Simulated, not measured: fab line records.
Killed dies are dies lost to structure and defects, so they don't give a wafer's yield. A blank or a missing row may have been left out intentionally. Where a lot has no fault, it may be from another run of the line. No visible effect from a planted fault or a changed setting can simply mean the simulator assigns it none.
Chamber matching    flow nand harc    4 sister chambers for NHARC_P_BONDPAD_STRIP_15 on rie diel-12
The step strips in O2. 4 wafers are shown with their chamber, then 7 later ones without.

== WAFERS, EACH WITH ITS CHAMBER ==
wafer   chamber  showerhead plenum p Torr (Torr)
L078.1  1        3.78
L078.3  3        3.70
L091.2  0        3.80
L091.5  2        3.57

== WAFERS WHOSE CHAMBER IS MISSING ==
wafer   showerhead plenum p Torr (Torr)
L091.6  3.68
L092.1  3.77
L092.2  3.68
L092.4  3.80
L096.2  3.57
L096.3  3.68
L096.6  3.76

== WHICH CHAMBER EACH ONE RAN IN ==
wafer   from the rows above      in truth
L091.6  3                        3
L092.1  can't be placed: 1 or 0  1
L092.2  3                        3
L092.4  can't be placed: 0 or 1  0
L096.2  2                        2
L096.3  3                        3
L096.6  can't be placed: 1 or 0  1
Correctly placed: 4 of 7. Not placeable from these rows: 3 (in 3, the candidates include the true chamber). Number placed wrongly: 0.
How it was worked out, from the rows above alone: a wafer's distance from a chamber is the root of the sum, over the readings, of the square of ((its reading less the chamber's mean) divided by the reading's scatter). The wafer belongs to the nearest chamber; if the next one is less than 2 further off, it can't be placed. A chamber's mean is the mean of its shown wafers. The scatter: with one shown wafer a chamber, the root of the mean of the squares of how far each hidden wafer lies from its nearest shown one.
